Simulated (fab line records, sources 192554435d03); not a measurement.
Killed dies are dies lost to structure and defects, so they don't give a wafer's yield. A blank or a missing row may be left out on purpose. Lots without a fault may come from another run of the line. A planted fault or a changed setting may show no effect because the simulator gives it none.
Problem report in the 8D (eight disciplines) form, filled by code | flow n5_finfet | the parts of the form that need people (team, actions taken, sign-off) are left out

1. THE PROBLEM
killed_at_M4_up at N5_PASSIVATION_PROBE_49 reads a mean of 96 on 6 wafers of 2 lots; wafers without a fault read 13 with a standard deviation of 5. That is +17 standard deviations from the usual mean.
First seen on wafer L232.3, day 14 15:50, on prober-01. The record holds 6 wafers of 2 lots with a number at this step. Rule for "out", or "out of limits": more than 4 standard deviations from the usual mean. The other wafers with a number count as sound.

2. WHAT IT IS AND WHAT IT IS NOT
question                    | is                     | is not
which readings at this step | killed_at_M4_up        | killed_at_M0_to_M3, killed_at_contacts, killed_at_front_end, killed_at_other, killed_open, killed_short, sort_bin_6_memory
which lots                  | L232, L235             | -
which wafers of those lots  | all that have a number | -
read on which tools         | prober-01, prober-02   | -
when                        | from day 14 15:50      | up to then (0 sound wafers)

3. SUSPECTS, AND WHAT RULES EACH OUT
Counting: a tool at a process step up to the reading stays a suspect if it ran every lot that is out and no sound lot after the first of them.
- ald_metal-02 at N5_BEOL_M5_ALD_86 (deposits TaN, pulse time 2 s, purge time 3 s, co reactant purge time 2 s): kept. It ran every lot that is out, first L232 (day 10 20:41), and no sound lot after that.
- pvd_sputter-02 at N5_BEOL_M5_SPUTTER_83 (material Cu, target thk 15 nm, time 27.62 s): kept. It ran every lot that is out, first L232 (day 10 23:24), and no sound lot after that.
- pvd_sputter-02 at N5_BEOL_M5_SPUTTER_88 (material Cu, target thk 15 nm, time 27.62 s): kept. It ran every lot that is out, first L232 (day 11 00:29), and no sound lot after that.
- pvd_sputter-02 at N5_BEOL_M5_SPUTTER_90 (material Cu, target thk 4.5 nm, time 8.29 s): kept. It ran every lot that is out, first L232 (day 11 01:35), and no sound lot after that.
- cvd_co-02 at N5_BEOL_M5_CO_CAP_78 (material Co, precursor CCTBA/H2, target thk 2 nm, time 102.1 s): kept. It ran every lot that is out, first L232 (day 11 02:27), and no sound lot after that.
Left after counting: ald_metal-02 at N5_BEOL_M5_ALD_86, pvd_sputter-02 at N5_BEOL_M5_SPUTTER_83, pvd_sputter-02 at N5_BEOL_M5_SPUTTER_88, pvd_sputter-02 at N5_BEOL_M5_SPUTTER_90, cvd_co-02 at N5_BEOL_M5_CO_CAP_78.

4. THE CAUSE (what the simulator had put in)
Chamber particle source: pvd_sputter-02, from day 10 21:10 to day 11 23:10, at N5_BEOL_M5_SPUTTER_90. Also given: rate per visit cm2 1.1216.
Counting left 5 suspects, and this tool is among them.

5. THE CHAIN OF EFFECTS, in route order
Each row: a reading whose mean over the struck wafers that have a number lies more than 3 standard deviations from the usual. Only readings for which the record gives a usual standard deviation are gone through. hours: the time from each lot's start at the first step in this table that gives one to its start at this step, as a median over the lots. sigmas: the change in usual standard deviations.
hours | step                    | reading              | usual  | on struck wafers | change | sigmas
0     | N5_PASSIVATION_PROBE_49 | defect_limited_yield | 91.8 % | 85.0             | -6.8   | -4.5
0     | N5_PASSIVATION_PROBE_49 | killed_at_M4_up      | 13     | 96               | +83    | +17
0     | N5_PASSIVATION_PROBE_49 | killed_dies          | 97     | 176              | +79    | +4.4
0     | N5_PASSIVATION_PROBE_49 | sort_bin_5_function  | 4.8 %  | 9.2              | +4.4   | +4.4
0     | N5_PASSIVATION_PROBE_49 | sort_n_pass          | 1083   | 1004             | -79    | -4.4
0     | N5_PASSIVATION_PROBE_49 | sort_yield_pct       | 91.8 % | 85.0             | -6.8   | -4.5
The process steps in it:
- N5_PASSIVATION_PROBE_49

6. WHAT WOULD HAVE CAUGHT IT SOONER
In this record the first reading out of limits was taken at day 14 15:50, 91 hours after the fault began at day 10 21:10.
Of the tool readings at N5_BEOL_M5_SPUTTER_90 for which the record gives a usual standard deviation, none was out on any struck wafer, so an alarm limit of 4 standard deviations on them would not have fired.
All the lots that are out (2) had begun N5_BEOL_M5_SPUTTER_90 on pvd_sputter-02 by day 14 15:50. A hold on the tool at that time would have spared none of them.
